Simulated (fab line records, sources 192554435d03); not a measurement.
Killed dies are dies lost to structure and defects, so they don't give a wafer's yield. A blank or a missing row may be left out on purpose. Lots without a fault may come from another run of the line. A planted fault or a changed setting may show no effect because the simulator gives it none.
fab line records | flow n5_finfet | part 2 of 2: steps 29 to 34 of 34
record lots=5 wafers=15 last_day=18
route steps=1938 shown PASSIVATION@1900
lots that met no fault: from a run of the same line without faults
start_h: hours from the record's first day to the start of the lot's first wafer shown | wait_h: hours since the lot's step before | " the same as in the row above | L1.1+2: a row that stands for several wafers | - no value, or no start given | * or withheld: withheld | < > ~ a bound
route shown NAME@n: a module of which the file shows steps, and the number in the route of the first | usual: mean/standard deviation of fault-free wafers | same: alike in all rows | chamber/n: place in a boat | sites: the reading at each site | _std_site: their standard deviation | _edge_site: outer sites' mean less inner sites' | radius_mm: how far each site lies from the wafer's centre | mask NAME#n: copy n | behind: the tool/chamber that last shaped the wafer | hold: why the lot was held/for how many hours/how that ended | device: the transistor (n, p or np) that didn't switch | end of line: the same wafers' tests at the end of the route | a step without rows: its recipe alone | killed: dies lost to structure and defects at the first sort, not the wafer's yield | map: a wafer's dies, x killed, . not, _ none there
set.NAME: the setting as run; set.NAME@STEP: as run at that earlier step | model.NAME: the simulator's own value behind a step, which no gauge read
lots at some steps of the route; a table a step, a row a wafer
services: from which hour (start_h, from the record's first day; less than 0 if before it) a tool's chamber was out of use, for how many hours, and why
## steps
# step N5_PASSIVATION_DESCUM_46
# recipe chemistry=O2 time_s=7.9 source_power_w=50 bias_power_w=20 pressure_mtorr=20 rf_frequency_hz=2.712e+07 temp_c=40 o2_flow_sccm=225
# usual drypump_motor_current_A=5.4/0.46 oes_product_au=0.78/0.06 rf_vpp_V=243.8/1.2 showerhead_plenum_p_Torr=2.13/0.062 throttle_valve_pct=20.46/0.22
# columns lot.wafer tool chamber start_h wait_h drypump_motor_current_A oes_product_au rf_hours_counter_h rf_vpp_V showerhead_plenum_p_Torr throttle_valve_pct
L082.2 rie_diel-02 0 323.97 0.1 4.9 0.73 201 243.4 2.07 20.44
L082.3 " 3 " " 5.2 0.71 178 244.2 2.10 20.63
L082.5 " 3 " " 5.2 0.71 - 241.9 2.10 20.63
L088.1 rie_diel-05 3 358.22 0.1 5.1 0.79 141 244.1 2.11 20.69
L088.2 " 1 " " 5.6 0.72 197 245.7 2.21 20.31
L088.6 " 3 " " 5.1 0.79 - 242.7 2.11 20.70
L090.4 rie_diel-05 3 371.62 0.0 5.1 0.78 147 244.0 2.11 20.71
L090.5 " 1 " " 5.6 0.71 - 244.5 2.20 20.33
L090.6 " 2 " " 5.2 0.87 - 242.6 2.13 20.18
L095.2 rie_diel-01 3 397.33 0.0 5.7 0.70 199 244.0 2.08 20.87
L095.3 " 0 " " 6.0 0.87 58 245.2 2.19 20.18
L095.5 " 2 " " 5.2 0.72 - 244.0 2.06 20.03
L097.1 rie_diel-01 0 429.39 0.2 6.0 0.86 68 245.0 2.19 20.19
L097.3 " 1 " " 5.7 0.76 113 244.3 2.19 20.77
L097.4 " 1 " " 5.7 0.77 - 244.1 2.19 20.78
# step N5_PASSIVATION_PASS_ETCH_47
# recipe chemistry=CF4/O2 target=SiNx target_depth_a=7700 time_s=385 ion_energy_ev=100 pressure_mtorr=40 source_w=535 bias_w=49 Ar_flow_sccm=100 cf4_flow_sccm=100 O2_flow_sccm=10
# usual bias_w=48.98/0.16 drypump_motor_current_A=5.4/0.46 oes_o_777_au=0.78/0.052 oes_product_au=0.78/0.056 rf_vpp_V=243/4.7 showerhead_plenum_p_Torr=2.24/0.058 throttle_valve_pct=15.88/0.23
# columns lot.wafer tool chamber start_h wait_h bias_w drypump_motor_current_A oes_o_777_au oes_product_au rf_hours_counter_h rf_vpp_V showerhead_plenum_p_Torr throttle_valve_pct
L082.2 rie_diel-02 0 324.00 0.0 49.00 4.9 0.72 0.73 201 249 2.18 15.86
L082.3 " 3 " " 48.89 5.2 0.75 0.73 178 241 2.20 16.07
L082.5 " 3 " " 49.13 5.2 0.75 0.73 - 240 2.20 16.09
L088.1 rie_diel-05 3 358.26 0.0 48.74 5.1 0.78 0.78 141 247 2.21 16.05
L088.2 " 1 " " 49.30 5.6 0.77 0.72 197 250 2.27 15.61
L088.6 " 3 " " 48.93 5.1 0.78 0.77 - 247 2.21 16.04
L090.4 rie_diel-05 3 371.65 0.0 49.06 5.1 0.78 0.77 147 248 2.21 16.07
L090.5 " 1 " " 49.11 5.6 0.77 0.71 - 250 2.27 15.61
L090.6 " 2 " " 48.99 5.1 0.87 0.86 - 241 2.23 15.52
L095.2 rie_diel-01 3 397.36 0.0 49.04 5.7 0.69 0.70 199 238 2.21 16.41
L095.3 " 0 " " 48.78 6.0 0.86 0.86 58 250 2.30 15.67
L095.5 " 2 " " 49.09 5.2 0.70 0.72 - 248 2.19 15.65
L097.1 rie_diel-01 0 429.43 0.0 48.87 6.1 0.83 0.86 68 249 2.29 15.67
L097.3 " 1 " " 48.98 5.7 0.76 0.77 113 247 2.31 16.18
L097.4 " 1 " " 48.95 5.7 0.75 0.76 - 247 2.31 16.20
# step N5_PASSIVATION_ETCH_54
# recipe chemistry=CHF3/O2 target=SiO2 target_depth_a=8800 CHF3_flow_sccm=50 O2_flow_sccm=5 Ar_flow_sccm=200 time_s=440 mask_material=PR pressure_mtorr=30 source_w=650 bias_w=170 ion_energy_ev=200
# usual bias_w=170.0/0.55 drypump_motor_current_A=5.4/0.46 oes_o_777_au=0.77/0.047 oes_product_au=0.77/0.056 rf_vpp_V=529/10 showerhead_plenum_p_Torr=2.45/0.074 throttle_valve_pct=18.82/0.23
# columns lot.wafer tool chamber start_h wait_h bias_w drypump_motor_current_A oes_o_777_au oes_product_au rf_hours_counter_h rf_vpp_V showerhead_plenum_p_Torr throttle_valve_pct
L082.2 rie_diel-02 0 324.23 0.1 170.2 4.9 0.74 0.72 201 541 2.36 18.63
L082.3 " 3 " " 170.7 5.2 0.76 0.73 179 522 2.40 18.95
L082.5 " 3 " " 170.3 5.2 0.77 0.73 - 521 2.40 18.94
L088.1 rie_diel-05 3 358.48 0.1 169.7 5.1 0.78 0.77 142 535 2.40 18.93
L088.2 " 1 " " 170.3 5.6 0.74 0.72 197 545 2.50 18.55
L088.6 " 3 " " 169.6 5.1 0.79 0.78 - 536 2.40 18.91
L090.4 rie_diel-05 3 371.88 0.1 170.3 5.1 0.78 0.78 147 537 2.40 18.91
L090.5 " 1 " " 170.0 5.6 0.74 0.72 - 545 2.50 18.56
L090.6 " 2 " " 170.4 5.2 0.85 0.87 - 527 2.44 18.45
L095.2 rie_diel-01 3 397.59 0.1 170.3 5.7 0.70 0.71 199 518 2.40 19.28
L095.3 " 0 " " 169.8 6.0 0.83 0.85 59 544 2.53 18.67
L095.5 " 2 " " 169.9 5.2 0.69 0.73 - 531 2.39 18.50
L097.1 rie_diel-01 0 429.65 0.1 169.6 6.0 0.82 0.85 69 545 2.52 18.67
L097.3 " 1 " " 169.5 5.7 0.75 0.77 113 538 2.52 19.17
L097.4 " 1 " " 170.3 5.7 0.75 0.77 - 538 2.52 19.16
# step N5_PASSIVATION_STRIP_48
# recipe chemistry=O2 power_w=600 temp_c=60 pressure_mtorr=30 rf_frequency_hz=6e+07 bias_power_w=0 overash_fraction=0.5 o2_flow_sccm=225
# usual drypump_motor_current_A=5.4/0.46 oes_product_au=0.77/0.062 rf_vpp_V=3.6/2.4 showerhead_plenum_p_Torr=2.14/0.061 throttle_valve_pct=16.71/0.21
# columns lot.wafer tool chamber start_h wait_h drypump_motor_current_A oes_product_au rf_hours_counter_h rf_vpp_V showerhead_plenum_p_Torr throttle_valve_pct
L082.2 rie_diel-02 0 324.52 0.1 4.9 0.72 201 8.2 2.08 16.66
L082.3 " 3 " " 5.3 0.70 179 4.7 2.10 16.91
L082.5 " 3 " " 5.2 0.72 - 11.6 2.10 16.94
L088.1 rie_diel-05 3 358.77 0.1 5.1 0.80 142 5.1 2.11 16.96
L088.2 " 1 " " 5.6 0.71 197 0 2.21 16.61
L088.6 " 3 " " 5.1 0.77 - 2.8 2.11 16.98
L090.4 rie_diel-05 3 372.17 0.1 5.1 0.76 147 0 2.11 16.92
L090.5 " 1 " " 5.6 0.69 - 6.3 2.21 16.61
L090.6 " 2 " " 5.2 0.87 - 7.6 2.13 16.42
L095.2 rie_diel-01 3 397.88 0.1 5.7 0.70 199 4.0 2.08 17.14
L095.3 " 0 " " 6.0 0.88 59 5.0 2.19 16.50
L095.5 " 2 " " 5.1 0.74 - 6.8 2.07 16.43
L097.1 rie_diel-01 0 429.94 0.1 6.1 0.87 69 4.6 2.19 16.47
L097.3 " 1 " " 5.7 0.77 113 1.3 2.19 17.01
L097.4 " 1 " " 5.7 0.76 - 1.8 2.19 16.97
# step N5_PASSIVATION_STRIP_52
# recipe chemistry=post_etch_residue_remover time_s=1200 temp_c=72.5
# columns lot.wafer tool chamber start_h wait_h
L082.2+3+5 wet_bench-01 6,3,4 324.59 -
L088.1+2+6 wet_bench-02 3,4,7 358.84 -
L090.4+5+6 wet_bench-01 0,2,3 372.24 -
L095.2+3+5 wet_bench-01 2,6,3 397.95 -
L097.1+3+4 wet_bench-02 4,7,1 430.01 -
# step N5_PASSIVATION_CLEAN_71
# recipe chemistry=IPA time_s=180 temp_c=25
# columns lot.wafer tool chamber start_h wait_h
L082.2+3+5 wet_bench-01 6,3,4 324.92 0.0
L088.1+2+6 wet_bench-02 3,4,7 359.17 0.0
L090.4+5+6 wet_bench-01 0,2,3 372.57 0.0
L095.2+3+5 wet_bench-01 2,6,3 398.61 0.0
L097.1+3+4 wet_bench-02 4,7,1 430.37 0.0
## services
# columns tool chamber start_h hours kind
krf_scanner-01 - 298.95 1.0 pm
rie_diel-05 0 301.41 5.1 repair
rie_metal-02 - 307.13 0.8 repair
krf_scanner-01 - 311.60 0.4 repair
rie_diel-02 2 322.94 2.0 repair
pecvd-04 0 328.05 5.5 scheduled_down
krf_scanner-02 - 347.36 1.0 pm
pecvd-03 1 350.32 2.1 scheduled_down
pecvd-04 - 350.50 5.5 pm
krf_scanner-02 - 358.89 0.7 repair
pecvd-04 - 359.46 1.0 repair
krf_scanner-02 - 363.26 4.0 pm
rie_diel-05 0 366.04 5.1 repair
pecvd-04 - 370.94 11.4 repair
krf_scanner-02 - 373.05 0.8 pm
rie_diel-01 - 373.38 0.9 repair
krf_scanner-01 - 375.55 3.0 pm
krf_scanner-01 - 378.67 1.3 pm
rie_metal-02 1 380.45 2.3 repair
pecvd-04 1 383.62 - clean
pecvd-04 1 383.62 - consumable_replace:showerhead
krf_scanner-01 0 403.34 - calibration
krf_scanner-01 - 403.90 0.8 repair
litho_track-05 - 408.22 - consumable_replace:filter
